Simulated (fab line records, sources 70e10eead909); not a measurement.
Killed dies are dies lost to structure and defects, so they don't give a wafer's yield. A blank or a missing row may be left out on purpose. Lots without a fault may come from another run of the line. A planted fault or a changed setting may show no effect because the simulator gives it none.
One fault seen from 3 desks | flow nand_harc | each desk has only its own numbers; what lay behind them comes last

THE TOOL OWNER'S DESK: krf_scanner-02
The tool's own readings at NHARC_P_GATE_EXPOSE_08 (exposes mask P HV): means of the sampled wafers that have a number, for each lot that ran on this tool. A lot is out of limits, marked OUT, if its mean lies more than 4 standard deviations from the usual mean; the brackets give that distance.
Columns: A = exposure_dose_mJ_cm2 at NHARC_P_GATE_EXPOSE_08, usual 16.748; B = focus_offset_nm at NHARC_P_GATE_EXPOSE_08, usual -0.2 nm; C = stage_vel_mm_s at NHARC_P_GATE_EXPOSE_08, usual 500.05 mm/s
lot  | first seen here | A      | B    | C
L372 | day 4 09:53     | 16.738 | -0.6 | 499.85
L375 | day 5 01:48     | 16.750 | 0.5  | 499.85
L377 | day 5 13:50     | 16.740 | -0.7 | 500.04
L378 | day 5 19:36     | 16.749 | 0.4  | 499.86
L381 | day 6 09:45     | 16.753 | 0.1  | 500.23
L391 | day 9 03:34     | 16.753 | 0.3  | 500.14
This desk's finding: nothing out of limits on any of the 6 lots.

THE METROLOGY DESK
What the gauges read, lot by lot, whatever tool the lot ran on: means of the sampled wafers that have a number. A lot is out of limits, marked OUT, if its mean lies more than 4 standard deviations from the usual mean; the brackets give that distance.
Columns: A = cd_nm at NHARC_P_ZERO_WELL_CD_MEAS_11, usual 500.2 nm; B = cd_nm at NHARC_P_GATE_CD_MEAS_11, usual 1639.9 nm
lot  | first seen here | A     | B
L371 | day 1 13:07     | 500.6 | 1638.5
L372 | day 1 19:07     | 500.6 | 1640.9
L375 | day 2 13:16     | 501.5 | 1641.1
L376 | day 2 19:07     | 501.5 | 1640.3
L377 | day 3 01:14     | 499.2 | 1642.5
L378 | day 3 07:14     | 499.3 | 1639.0
L380 | day 3 19:24     | 499.3 | 1641.1
L381 | day 4 01:14     | 500.7 | 1637.9
L382 | day 4 07:14     | 500.9 | 1642.0
L385 | day 5 01:16     | 502.6 | 1638.7
L387 | day 5 13:14     | 499.7 | -
L390 | day 6 07:14     | 501.4 | -
L391 | day 6 13:25     | 497.8 | 1639.2
L394 | day 7 07:14     | 499.5 | 1639.6
This desk's finding: nothing out of limits on any of the 14 lots.

THE DEFECT DESK
What the inspections along the route counted, lot by lot: means of the sampled wafers that have a number. A lot is out of limits, marked OUT, if its mean lies more than 4 standard deviations from the usual mean; the brackets give that distance.
Columns: A = raw_defect_count at NHARC_P_STI_INSPECT_11, usual 6.0; B = raw_defect_count at NHARC_P_GATE_INSPECT_28, usual 7; C = raw_defect_count at NHARC_P_GATE_INSPECT_68, usual 206
lot  | first seen here | A   | B                      | C
L372 | day 2 15:58     | 6.0 | 7                      | 443
L371 | day 2 16:07     | 5.0 | 8                      | 117
L375 | day 3 12:38     | 9.3 | 5                      | 144
L376 | day 3 18:17     | 5.7 | 5                      | 242
L377 | day 4 00:26     | 6.3 | 5                      | 211
L378 | day 4 07:41     | 3.3 | 5                      | 196
L380 | day 4 22:09     | 6.0 | 7                      | 209
L381 | day 4 22:19     | 8.3 | 10                     | 176
L382 | day 5 07:28     | 5.7 | 5                      | 278
L385 | day 5 23:14     | 8.3 | 8                      | 141
L387 | day 6 10:50     | 5.3 | 1102 (+99 or more) OUT | 1423 (+15) OUT
L390 | day 7 05:08     | 5.0 | 1067 (+99 or more) OUT | 1291 (+13) OUT
L391 | day 7 12:25     | 4.7 | 4                      | 162
L394 | day 8 05:20     | 7.3 | 8                      | 157
This desk's finding: out of limits on L387, L390; first on L387, day 8 20:40 (raw_defect_count at NHARC_P_GATE_INSPECT_28). In limits: L372, L371, L375, L376, L377, L378, L380, L381, L382, L385, L391, L394.

PUT TOGETHER
The defect desk could have raised an alarm at day 8 20:40, on L387, L390.
The tool owner's desk saw nothing out of limits.
The metrology desk saw nothing out of limits.
The tool owner's desk has no number on record for L387, L390.
The metrology desk has L387, L390 on record, within its limits.
Of the lots named, all ran NHARC_P_GATE_EXPOSE_08 on krf_scanner-02.

WHAT THE SIMULATOR HAD PUT IN
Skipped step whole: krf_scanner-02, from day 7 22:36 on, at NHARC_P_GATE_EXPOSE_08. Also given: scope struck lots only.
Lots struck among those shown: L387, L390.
Hours from the fault's start to each desk's first reading out of limits: the defect desk, 22.
